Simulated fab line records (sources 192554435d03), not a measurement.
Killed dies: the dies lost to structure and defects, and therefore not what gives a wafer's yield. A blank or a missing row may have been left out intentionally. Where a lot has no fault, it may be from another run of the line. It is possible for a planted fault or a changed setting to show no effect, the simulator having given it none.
A struck lot beside a sound one | flow n5-finfet | 42 steps out of a route of 1938
Sound: these wafers, L884.1, L884.3, L884.4. Struck: wafers L894.1, L894.3, L894.5. The cause is given at the end.
For every step that has rows: the tool of each side, followed by ch and its chambers, followed by its first start. Under that, the readings that differ: sound wafers | struck wafers | difference of the means | sigmas: that difference in standard deviations of wafers without a fault.
alike: readings with means less than 2 such deviations apart, plus words and numbers identical on both sides. not compared: withheld readings, readings lacking a value on some wafer, bounds such as >300 that could conceal the same value, and numbers that have no deviation in the record and whose values overlap.
The two part at a step that has a row with sigmas, a row that says differs or no value, or rows on one side only. When numbers do not overlap yet have no deviation, they are printed without sigmas and do not part them. A reading that every wafer of one side lacks parts them only if that side has two wafers or more.

first, 1 step without rows for these wafers: N5_BEOL_M4_ETCH_41 (etches SiCN in CH3F/O2, target depth 29.9 nm, time 52.5 s).
N5_BEOL_M4_STRIP_97: strips in N2/H2, time 10 s.
  sound on rie-diel-04 ch 1,2; struck on rie-diel-01 ch 0,1,3
  alike: drypump-motor-current-A, oes-product-au, rf-vpp-V, showerhead-plenum-p-Torr, throttle-valve-pct
  not compared: rf-hours-counter-h
N5_BEOL_M4_OCD_MEAS_38:
  sound: ocd-02 at day 10 23:30; struck: ocd-01 at day 13 14:56
  alike: trench-depth-nm
then, 4 steps without rows for these wafers: N5_BEOL_M4_HM_STRIP_39 (strips TiN in peroxide tin strip, target depth 25 nm, time 158 s); N5_BEOL_M4_SRD_40 (time 30 s); N5_BEOL_M4_PRECLEAN_42 (cleans in residue remover, time 60 s); N5_BEOL_M4_SRD_43 (time 30 s).
N5_BEOL_M4_CD_MEAS_35: target cd 18 nm, target cd y 22.4 nm.
  sound: cd-sem-01 at day 10 23:39; struck: cd-sem-03 at day 13 15:05
  alike: cd-nm
then, 3 steps without rows for these wafers: N5_BEOL_M4_DEGAS_44 (time 60 s); N5_BEOL_M4_PRE_CLEAN_45 (time 30 s); N5_BEOL_M4_ALD_84 (deposits TaN, pulse time 2 s, purge time 3 s, co reactant purge time 2 s).
N5_BEOL_M4_SURFACE_TREAT_85:
  sound: pvd-sputter-01 at day 11 00:26; struck: pvd-sputter-03 at day 13 15:32
  not compared: throttle-valve-pct
N5_BEOL_M4_CVD_47: deposits Co from CCTBA/H2, target thk 3 nm, time 223.8 s.
  sound on cvd-co-02 ch 0,2, day 11 00:44; struck on cvd-co-02 ch 0,1, day 13 15:38
then, 4 steps without rows for these wafers: N5_BEOL_M4_SPUTTER_48 (material Cu, target thk 4.5 nm, time 8.29 s); N5_BEOL_M4_ANNEAL_49 (time 240 s); N5_BEOL_M4_SPUTTER_79 (material Cu, target thk 4.5 nm, time 8.29 s); N5_BEOL_M4_ANNEAL_80 (time 240 s).
N5_BEOL_M4_SPUTTER_81: material Cu, target thk 4.5 nm, time 8.29 s.
  sound: pvd-sputter-03 at day 11 01:58; struck: pvd-sputter-01 at day 13 16:14
  alike: throttle-valve-pct
N5_BEOL_M4_ANNEAL_82: time 240 s.
  sound: pvd-sputter-03 at day 11 02:02; struck: pvd-sputter-01 at day 13 16:19
  alike: heater-power-w
then, 9 steps without rows for these wafers: N5_BEOL_M4_SPUTTER_86 (material Cu, target thk 4.5 nm, time 8.29 s); N5_BEOL_M4_ANNEAL_87 (time 240 s); N5_BEOL_M4_SPUTTER_88 (material Cu, target thk 4.5 nm, time 8.29 s); N5_BEOL_M4_ANNEAL_89 (time 240 s); N5_BEOL_M4_SPUTTER_90 (material Cu, target thk 4.5 nm, time 8.29 s); N5_BEOL_M4_ANNEAL_91 (time 240 s); N5_BEOL_M4_SPUTTER_92 (material Cu, target thk 4.5 nm, time 8.29 s); N5_BEOL_M4_ANNEAL_93 (time 240 s); N5_BEOL_M4_SPUTTER_94 (material Cu, target thk 4.5 nm, time 8.29 s).
N5_BEOL_M4_ANNEAL_95: time 240 s.
  sound: pvd-sputter-03 at day 11 03:08; struck: pvd-sputter-01 at day 13 17:25
  alike: heater-power-w
then, 4 steps without rows for these wafers: N5_BEOL_M4_SPUTTER_96 (material Cu, target thk 4.5 nm, time 8.29 s); N5_BEOL_M4_ECD_50 (material Cu, target thk 300 nm); N5_BEOL_M4_ANNEAL_51 (time 90 s); N5_BEOL_M4_CMP_52 (polishes, stops on SiOC, t overpolish 6.8 s, target thk 40 nm).
N5_BEOL_M4_THK_MEAS_53: measures by xrf.
  sound: film-metro-02 at day 11 04:05; struck: film-metro-01 at day 13 18:21
  alike: M4_THK
then, 4 steps without rows for these wafers: N5_BEOL_M4_PRE_CLEAN_60 (time 15 s); N5_BEOL_M4_CO_CAP_55 (material Co, precursor CCTBA/H2, target thk 2 nm, time 102.1 s); N5_BEOL_M4_PRE_CLEAN_56 (time 15 s); N5_BEOL_M4_DEP_57 (deposits SiCN from 3MS/NH3, target thk 8 nm, time 14 s).
N5_BEOL_M4_RS_MEAS_58: measurement is done with a four-point probe.
  sound: film-metro-01 at day 11 04:20; struck: film-metro-02 at day 13 18:37
  alike: M4_RS
N5_BEOL_M4_RC_MEAS_101:
  sound on prober-02 ch 0, day 11 04:23; struck on prober-02 ch 0, day 13 18:40
  alike: DIBL_N, DIBL_P, IOFF_N, IOFF_P, ION_N, ION_P, SS_N, SS_P, VT_N, VT_P
then, 1 step without rows for these wafers: N5_BEOL_M5_ILD_DEP_00 (deposits SiCOH lowk from DEMS/porogen, target thk 140.64 nm, time 25.9 s).
-- a jump in the record: the struck wafers' starts before and after are 4 days apart (it breaks off in module BEOL_M5 and resumes in module PASSIVATION, where the first step shown is number 1936 of the route) --
N5_PASSIVATION_PROBE_49:
  rows exist in the record for the struck wafers here (prober-01, day 18 06:34), but not for the sound ones

WHERE THEY PART
Within this record, at N5_PASSIVATION_PROBE_49 only.

WHY: whatever the simulator had introduced
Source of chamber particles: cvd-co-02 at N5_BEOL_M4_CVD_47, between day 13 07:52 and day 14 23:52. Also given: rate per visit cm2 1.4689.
